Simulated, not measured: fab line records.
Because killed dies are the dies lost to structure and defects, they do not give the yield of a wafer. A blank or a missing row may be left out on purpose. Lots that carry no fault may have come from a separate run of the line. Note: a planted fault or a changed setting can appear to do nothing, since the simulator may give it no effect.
Matching of chambers :: flow n5-finfet :: N5_BEOL_M3_PRE_CLEAN_60 on cvd-co-02 has 3 sister chambers
The step time 15 s. 30 wafers are shown with their chamber, then 12 later ones without.

== WAFERS WITH THEIR CHAMBER ==
wafer: L074.1
chamber: 0
heater-power-w (W): 115

wafer: L074.3
chamber: 1
heater-power-w (W): 43

wafer: L074.6
chamber: 2
heater-power-w (W): 50

wafer: L075.1
chamber: 0
heater-power-w (W): 113

wafer: L075.4
chamber: 0
heater-power-w (W): 116

wafer: L075.5
chamber: 2
heater-power-w (W): 50

wafer: L077.2
chamber: 2
heater-power-w (W): 50

wafer: L077.3
chamber: 1
heater-power-w (W): 42

wafer: L077.6
chamber: 1
heater-power-w (W): 42

wafer: L081.2
chamber: 0
heater-power-w (W): 113

wafer: L081.3
chamber: 1
heater-power-w (W): 43

wafer: L081.6
chamber: 1
heater-power-w (W): 43

wafer: L080.3
chamber: 2
heater-power-w (W): 50

wafer: L080.4
chamber: 1
heater-power-w (W): 42

wafer: L080.5
chamber: 0
heater-power-w (W): 115

wafer: L083.2
chamber: 1
heater-power-w (W): 44

wafer: L083.3
chamber: 2
heater-power-w (W): 49

wafer: L083.5
chamber: 2
heater-power-w (W): 50

wafer: L084.2
chamber: 1
heater-power-w (W): 43

wafer: L084.3
chamber: 1
heater-power-w (W): 43

wafer: L084.5
chamber: 1
heater-power-w (W): 43

wafer: L085.1
chamber: 2
heater-power-w (W): 50

wafer: L085.4
chamber: 1
heater-power-w (W): 44

wafer: L085.5
chamber: 2
heater-power-w (W): 50

wafer: L089.1
chamber: 2
heater-power-w (W): 52

wafer: L089.3
chamber: 1
heater-power-w (W): 43

wafer: L089.5
chamber: 2
heater-power-w (W): 51

wafer: L090.4
chamber: 2
heater-power-w (W): 50

wafer: L090.5
chamber: 1
heater-power-w (W): 43

wafer: L090.6
chamber: 0
heater-power-w (W): 114

SIGNATURES, as means of the wafers listed above
reading: heater-power-w
chamber 0: 114.33
chamber 1: 42.92
chamber 2: 50.18
scatter within a chamber: 0.814
Rule: distance of a wafer from a chamber = root of the sum over the readings of ((wafer's reading minus chamber's mean) / reading's scatter) squared. The wafer belongs to the nearest chamber; if the next one is less than 2 further off, it can't be placed. How the scatter is found: for the shown wafers, subtract from each reading the mean of its chamber, square and add these, divide the total by (wafers less chambers), then take the root.

== WAFERS WHOSE CHAMBER IS MISSING ==
wafer: L091.2
heater-power-w (W): 116

wafer: L091.4
heater-power-w (W): 42

wafer: L091.6
heater-power-w (W): 51

wafer: L093.2
heater-power-w (W): 51

wafer: L093.4
heater-power-w (W): 43

wafer: L093.5
heater-power-w (W): 115

wafer: L094.1
heater-power-w (W): 44

wafer: L094.4
heater-power-w (W): 43

wafer: L094.5
heater-power-w (W): 51

wafer: L096.2
heater-power-w (W): 44

wafer: L096.4
heater-power-w (W): 51

wafer: L096.5
heater-power-w (W): 44

== WHICH CHAMBER EACH WENT THROUGH ==
wafer: L091.2
from the rows above: 0
in truth: 0

wafer: L091.4
from the rows above: 1
in truth: 1

wafer: L091.6
from the rows above: 2
in truth: 2

wafer: L093.2
from the rows above: 2
in truth: 2

wafer: L093.4
from the rows above: 1
in truth: 1

wafer: L093.5
from the rows above: 0
in truth: 0

wafer: L094.1
from the rows above: 1
in truth: 1

wafer: L094.4
from the rows above: 1
in truth: 1

wafer: L094.5
from the rows above: 2
in truth: 2

wafer: L096.2
from the rows above: 1
in truth: 1

wafer: L096.4
from the rows above: 2
in truth: 2

wafer: L096.5
from the rows above: 1
in truth: 1
Correctly placed: 12 of 12. From these rows, 0 cannot be placed. Number placed wrongly: 0.
